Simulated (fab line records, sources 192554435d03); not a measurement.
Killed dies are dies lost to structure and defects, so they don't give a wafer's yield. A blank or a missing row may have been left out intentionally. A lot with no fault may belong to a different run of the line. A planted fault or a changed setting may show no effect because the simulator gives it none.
Chamber matching / flow n5Finfet / rieDiel-06 running N5_BEOL_M12_ETCH_68: 4 sister chambers
The step etches SOC in N2/H2, time 285 s. 30 wafers are shown with their chamber, then 12 later ones without.

== WAFERS PAIRED WITH THEIR CHAMBERS ==
wafer=L074.1; chamber=2; drypumpMotorCurrentA (A)=5.1; showerheadPlenumPTorr (Torr)=2.59; throttleValvePct (%)=17.48
wafer=L074.2; chamber=3; drypumpMotorCurrentA (A)=5.8; showerheadPlenumPTorr (Torr)=2.67; throttleValvePct (%)=17.53
wafer=L074.6; chamber=1; drypumpMotorCurrentA (A)=6.1; showerheadPlenumPTorr (Torr)=2.43; throttleValvePct (%)=17.64
wafer=L076.1; chamber=2; drypumpMotorCurrentA (A)=5.1; showerheadPlenumPTorr (Torr)=2.59; throttleValvePct (%)=17.47
wafer=L076.3; chamber=0; drypumpMotorCurrentA (A)=6.1; showerheadPlenumPTorr (Torr)=2.69; throttleValvePct (%)=17.46
wafer=L076.4; chamber=1; drypumpMotorCurrentA (A)=6.1; showerheadPlenumPTorr (Torr)=2.43; throttleValvePct (%)=17.66
wafer=L079.1; chamber=2; drypumpMotorCurrentA (A)=5.1; showerheadPlenumPTorr (Torr)=2.58; throttleValvePct (%)=17.47
wafer=L079.5; chamber=2; drypumpMotorCurrentA (A)=5.1; showerheadPlenumPTorr (Torr)=2.58; throttleValvePct (%)=17.49
wafer=L079.6; chamber=3; drypumpMotorCurrentA (A)=5.8; showerheadPlenumPTorr (Torr)=2.66; throttleValvePct (%)=17.56
wafer=L084.2; chamber=2; drypumpMotorCurrentA (A)=5.1; showerheadPlenumPTorr (Torr)=2.58; throttleValvePct (%)=17.52
wafer=L084.4; chamber=3; drypumpMotorCurrentA (A)=5.8; showerheadPlenumPTorr (Torr)=2.66; throttleValvePct (%)=17.58
wafer=L084.5; chamber=0; drypumpMotorCurrentA (A)=6.2; showerheadPlenumPTorr (Torr)=2.68; throttleValvePct (%)=17.48
wafer=L085.1; chamber=0; drypumpMotorCurrentA (A)=6.1; showerheadPlenumPTorr (Torr)=2.68; throttleValvePct (%)=17.48
wafer=L085.3; chamber=3; drypumpMotorCurrentA (A)=5.8; showerheadPlenumPTorr (Torr)=2.66; throttleValvePct (%)=17.58
wafer=L085.6; chamber=0; drypumpMotorCurrentA (A)=6.2; showerheadPlenumPTorr (Torr)=2.68; throttleValvePct (%)=17.48
wafer=L086.2; chamber=0; drypumpMotorCurrentA (A)=6.2; showerheadPlenumPTorr (Torr)=2.68; throttleValvePct (%)=17.49
wafer=L086.4; chamber=3; drypumpMotorCurrentA (A)=5.8; showerheadPlenumPTorr (Torr)=2.66; throttleValvePct (%)=17.58
wafer=L086.6; chamber=0; drypumpMotorCurrentA (A)=6.2; showerheadPlenumPTorr (Torr)=2.68; throttleValvePct (%)=17.48
wafer=L087.1; chamber=1; drypumpMotorCurrentA (A)=6.1; showerheadPlenumPTorr (Torr)=2.42; throttleValvePct (%)=17.69
wafer=L087.3; chamber=0; drypumpMotorCurrentA (A)=6.1; showerheadPlenumPTorr (Torr)=2.68; throttleValvePct (%)=17.48
wafer=L087.6; chamber=1; drypumpMotorCurrentA (A)=6.1; showerheadPlenumPTorr (Torr)=2.42; throttleValvePct (%)=17.68
wafer=L088.1; chamber=2; drypumpMotorCurrentA (A)=5.1; showerheadPlenumPTorr (Torr)=2.58; throttleValvePct (%)=17.51
wafer=L088.5; chamber=2; drypumpMotorCurrentA (A)=5.1; showerheadPlenumPTorr (Torr)=2.58; throttleValvePct (%)=17.52
wafer=L088.6; chamber=1; drypumpMotorCurrentA (A)=6.1; showerheadPlenumPTorr (Torr)=2.42; throttleValvePct (%)=17.67
wafer=L091.1; chamber=2; drypumpMotorCurrentA (A)=5.1; showerheadPlenumPTorr (Torr)=2.57; throttleValvePct (%)=17.53
wafer=L091.2; chamber=1; drypumpMotorCurrentA (A)=6.1; showerheadPlenumPTorr (Torr)=2.42; throttleValvePct (%)=17.71
wafer=L091.4; chamber=3; drypumpMotorCurrentA (A)=5.8; showerheadPlenumPTorr (Torr)=2.65; throttleValvePct (%)=17.61
wafer=L089.3; chamber=0; drypumpMotorCurrentA (A)=6.1; showerheadPlenumPTorr (Torr)=2.68; throttleValvePct (%)=17.50
wafer=L089.4; chamber=3; drypumpMotorCurrentA (A)=5.8; showerheadPlenumPTorr (Torr)=2.65; throttleValvePct (%)=17.61
wafer=L089.5; chamber=1; drypumpMotorCurrentA (A)=6.1; showerheadPlenumPTorr (Torr)=2.42; throttleValvePct (%)=17.69

SIGNATURES (means of the wafers above)
reading=drypumpMotorCurrentA; chamber 0=6.150; chamber 1=6.100; chamber 2=5.100; chamber 3=5.800; scatter within a chamber=0.0277
reading=showerheadPlenumPTorr; chamber 0=2.6813; chamber 1=2.4229; chamber 2=2.5812; chamber 3=2.6586; scatter within a chamber=0.00556
reading=throttleValvePct; chamber 0=17.4812; chamber 1=17.6771; chamber 2=17.4988; chamber 3=17.5786; scatter within a chamber=0.0222
Rule: for a wafer and a chamber, the distance is found by dividing, reading by reading, the gap between the wafer's reading and the chamber's mean by the reading's scatter, squaring, summing and taking the root. If the next closest chamber is less than 2 further off than the closest, the wafer can't be placed; otherwise it belongs to the closest. The scatter: take each reading less its chamber's mean, square it, sum over the shown wafers, divide by the number of wafers less the number of chambers, and take the root.

== WAFERS WITHOUT THEIR CHAMBER ==
wafer=L090.2; drypumpMotorCurrentA (A)=6.1; showerheadPlenumPTorr (Torr)=2.42; throttleValvePct (%)=17.70
wafer=L090.5; drypumpMotorCurrentA (A)=6.1; showerheadPlenumPTorr (Torr)=2.68; throttleValvePct (%)=17.52
wafer=L090.6; drypumpMotorCurrentA (A)=5.8; showerheadPlenumPTorr (Torr)=2.65; throttleValvePct (%)=17.61
wafer=L093.3; drypumpMotorCurrentA (A)=6.1; showerheadPlenumPTorr (Torr)=2.68; throttleValvePct (%)=17.52
wafer=L093.4; drypumpMotorCurrentA (A)=5.2; showerheadPlenumPTorr (Torr)=2.57; throttleValvePct (%)=17.53
wafer=L093.5; drypumpMotorCurrentA (A)=6.1; showerheadPlenumPTorr (Torr)=2.42; throttleValvePct (%)=17.69
wafer=L092.2; drypumpMotorCurrentA (A)=5.8; showerheadPlenumPTorr (Torr)=2.65; throttleValvePct (%)=17.61
wafer=L092.3; drypumpMotorCurrentA (A)=5.1; showerheadPlenumPTorr (Torr)=2.57; throttleValvePct (%)=17.57
wafer=L092.4; drypumpMotorCurrentA (A)=6.1; showerheadPlenumPTorr (Torr)=2.68; throttleValvePct (%)=17.51
wafer=L097.1; drypumpMotorCurrentA (A)=6.1; showerheadPlenumPTorr (Torr)=2.41; throttleValvePct (%)=17.73
wafer=L097.3; drypumpMotorCurrentA (A)=6.1; showerheadPlenumPTorr (Torr)=2.67; throttleValvePct (%)=17.54
wafer=L097.4; drypumpMotorCurrentA (A)=5.8; showerheadPlenumPTorr (Torr)=2.65; throttleValvePct (%)=17.61

== WHICH CHAMBER EACH WENT THROUGH ==
wafer=L090.2; from the rows above=1; in truth=1
wafer=L090.5; from the rows above=0; in truth=0
wafer=L090.6; from the rows above=3; in truth=3
wafer=L093.3; from the rows above=0; in truth=0
wafer=L093.4; from the rows above=2; in truth=2
wafer=L093.5; from the rows above=1; in truth=1
wafer=L092.2; from the rows above=3; in truth=3
wafer=L092.3; from the rows above=2; in truth=2
wafer=L092.4; from the rows above=0; in truth=0
wafer=L097.1; from the rows above=1; in truth=1
wafer=L097.3; from the rows above=0; in truth=0
wafer=L097.4; from the rows above=3; in truth=3
Correct placement for 12 of the 12. Left unplaced by these rows: 0. Wrongly placed: 0.
